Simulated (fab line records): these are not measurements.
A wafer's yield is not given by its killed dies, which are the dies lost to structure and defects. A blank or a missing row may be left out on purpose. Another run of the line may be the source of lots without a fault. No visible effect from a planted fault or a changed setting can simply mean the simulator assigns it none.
Which tool did it? :: flow nand-harc :: 7 lots with 21 wafers sampled at 5 steps, on a route of 1159 steps

WHAT THE GAUGES READ, wafer by wafer
NHARC_END_SORT_01.
lot: L321
measured: day 23 22:55
on: prober-01
killed-at-array: 30 26

WHAT TOOL EACH LOT RAN ON (gives the tool, then ch and the chambers of the sampled wafers, and finally the start)
lot: L312
NHARC_A_STAIRCASE_ETCH_221: rie-diel-06 ch 0,3, day 11 16:45 or earlier
NHARC_A_STAIRCASE_ETCH_223: rie-diel-06 ch 0,1, day 11 16:45 or earlier
NHARC_A_STAIRCASE_STRIP_238: plasma-asher-01 ch 0, day 11 16:45
NHARC_A_STAIRCASE_HM_DEP_456: acl-dep-02 ch 0, day 11 20:04

lot: L314
NHARC_A_STAIRCASE_ETCH_221: rie-diel-06 ch 1,2, day 12 04:54 or earlier
NHARC_A_STAIRCASE_ETCH_223: rie-diel-06 ch 0,2,3, day 12 04:54 or earlier
NHARC_A_STAIRCASE_STRIP_238: plasma-asher-01 ch 0,1, day 12 04:54
NHARC_A_STAIRCASE_HM_DEP_456: acl-dep-01 ch 0, day 12 07:53

lot: L317
NHARC_A_STAIRCASE_ETCH_221: rie-diel-07 ch 0,1,2, day 12 20:47 or earlier
NHARC_A_STAIRCASE_ETCH_223: rie-diel-07 ch 0,1,3, day 12 20:47 or earlier
NHARC_A_STAIRCASE_STRIP_238: plasma-asher-02 ch 0,1, day 12 20:47
NHARC_A_STAIRCASE_HM_DEP_456: acl-dep-02 ch 0, day 13 00:50

lot: L318
NHARC_A_STAIRCASE_ETCH_221: rie-diel-13 ch 0,1,3, day 13 03:17 or earlier
NHARC_A_STAIRCASE_ETCH_223: rie-diel-13 ch 0,1,3, day 13 03:17 or earlier
NHARC_A_STAIRCASE_STRIP_238: plasma-asher-01 ch 0,1, day 13 03:17
NHARC_A_STAIRCASE_HM_DEP_456: acl-dep-03 ch 0, day 13 08:02

lot: L321
NHARC_A_STAIRCASE_ETCH_221: rie-diel-07 ch 0,1,2, day 13 12:48 or earlier
NHARC_A_STAIRCASE_ETCH_223: rie-diel-07 ch 1,2,3, day 13 12:48 or earlier
NHARC_A_STAIRCASE_STRIP_238: plasma-asher-02 ch 1, day 13 12:48
NHARC_A_STAIRCASE_HM_DEP_456: acl-dep-02 ch 0, day 13 20:55

lot: L329
NHARC_A_STAIRCASE_ETCH_221: rie-diel-13 ch 0,2, day 15 11:01 or earlier
NHARC_A_STAIRCASE_ETCH_223: rie-diel-13 ch 1,2, day 15 11:01 or earlier
NHARC_A_STAIRCASE_STRIP_238: plasma-asher-02 ch 0,1, day 15 11:01
NHARC_A_STAIRCASE_HM_DEP_456: acl-dep-03 ch 0, day 15 14:26

lot: L334
NHARC_A_STAIRCASE_ETCH_221: rie-diel-06 ch 0,1, day 16 22:00 or earlier
NHARC_A_STAIRCASE_ETCH_223: rie-diel-06 ch 0,2,3, day 16 22:00 or earlier
NHARC_A_STAIRCASE_STRIP_238: plasma-asher-01 ch 0,1, day 16 22:00
NHARC_A_STAIRCASE_HM_DEP_456: acl-dep-02 ch 0, day 17 02:51
- NHARC_A_STAIRCASE_ETCH_221: etches the open film in C4F8/O2, target depth 100 nm, time 40.5 s.
- NHARC_A_STAIRCASE_ETCH_223: etches the open film in C4F8/O2, target depth 100 nm, time 40.5 s.
- NHARC_A_STAIRCASE_STRIP_238: strips in O2.
- NHARC_A_STAIRCASE_HM_DEP_456: deposits aC, target thk 1500 nm.

THE ANSWER, worked out from the rows above alone
Rule: the lots themselves supply what counts as usual. Put in order of their means at a reading, lots are off if they are a third of the lots or fewer, leave a main group of 4 or more, and stand apart from it by a gap of 3 or more times the standard deviation of the main group's means; of several such gaps the widest counts. A main group is skipped when, at the precision printed for the reading in the tables above, its means are all equal. Also off: a lot with no number at a reading for which 4 or more lots have one. All remaining lots with rows at the step are treated as sound.
None of the lots is off at any reading shown; this tells nothing.

WHAT THE SIMULATOR HAD PUT IN
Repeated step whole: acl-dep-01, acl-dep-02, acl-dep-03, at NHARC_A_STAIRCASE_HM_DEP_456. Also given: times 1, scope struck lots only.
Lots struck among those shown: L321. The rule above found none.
